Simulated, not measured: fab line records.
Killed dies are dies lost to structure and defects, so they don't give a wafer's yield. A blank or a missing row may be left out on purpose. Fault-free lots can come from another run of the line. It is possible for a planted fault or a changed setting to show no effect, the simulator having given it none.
Matching of chambers || flow n5Finfet || 4 sister chambers for N5_DUMMY_GATE_CMP_04 on cmp-01
The step polishes a-Si. 4 wafers are shown with their chamber, then 10 later ones without.

== WAFERS, EACH WITH ITS CHAMBER ==
{"wafer": "L090.2", "chamber": 0, "motorCurrentA (A)": 9.7}
{"wafer": "L090.3", "chamber": 2, "motorCurrentA (A)": 8.4}
{"wafer": "L092.1", "chamber": 3, "motorCurrentA (A)": 10.7}
{"wafer": "L092.2", "chamber": 1, "motorCurrentA (A)": 10.5}

== WAFERS MISSING THEIR CHAMBER ==
{"wafer": "L092.3", "motorCurrentA (A)": 9.7}
{"wafer": "L094.1", "motorCurrentA (A)": 11.1}
{"wafer": "L094.4", "motorCurrentA (A)": 9.8}
{"wafer": "L094.6", "motorCurrentA (A)": 10.4}
{"wafer": "L096.1", "motorCurrentA (A)": 9.9}
{"wafer": "L096.2", "motorCurrentA (A)": 10.9}
{"wafer": "L096.5", "motorCurrentA (A)": 10.7}
{"wafer": "L097.1", "motorCurrentA (A)": 10.3}
{"wafer": "L097.4", "motorCurrentA (A)": 10.3}
{"wafer": "L097.6", "motorCurrentA (A)": 9.7}

== THE CHAMBER EACH PASSED THROUGH ==
{"wafer": "L092.3", "from the rows above": 0, "in truth": 0}
{"wafer": "L094.1", "from the rows above": "can't be placed: 3 or 1", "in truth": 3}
{"wafer": "L094.4", "from the rows above": 0, "in truth": 0}
{"wafer": "L094.6", "from the rows above": "can't be placed: 1 or 3", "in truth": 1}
{"wafer": "L096.1", "from the rows above": 0, "in truth": 0}
{"wafer": "L096.2", "from the rows above": "can't be placed: 3 or 1", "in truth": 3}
{"wafer": "L096.5", "from the rows above": "can't be placed: 3 or 1", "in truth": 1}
{"wafer": "L097.1", "from the rows above": "can't be placed: 1 or 3", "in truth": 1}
{"wafer": "L097.4", "from the rows above": "can't be placed: 1 or 3", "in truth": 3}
{"wafer": "L097.6", "from the rows above": 0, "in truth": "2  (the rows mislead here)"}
Correct placement for 3 of the 10. Not placeable from these rows: 6 (in 6, the candidates include the true chamber). Placed wrongly: 1.
How it was worked out, from the rows above alone: a wafer's distance from a chamber is the root of the sum, over the readings, of the square of ((its reading less the chamber's mean) divided by the reading's scatter). The wafer belongs to the nearest chamber; if the next one is less than 2 further off, it can't be placed. Each chamber's mean is taken over the wafers shown for it. The scatter: root of mean squared gap, hidden wafer to nearest shown wafer, with one shown wafer a chamber.
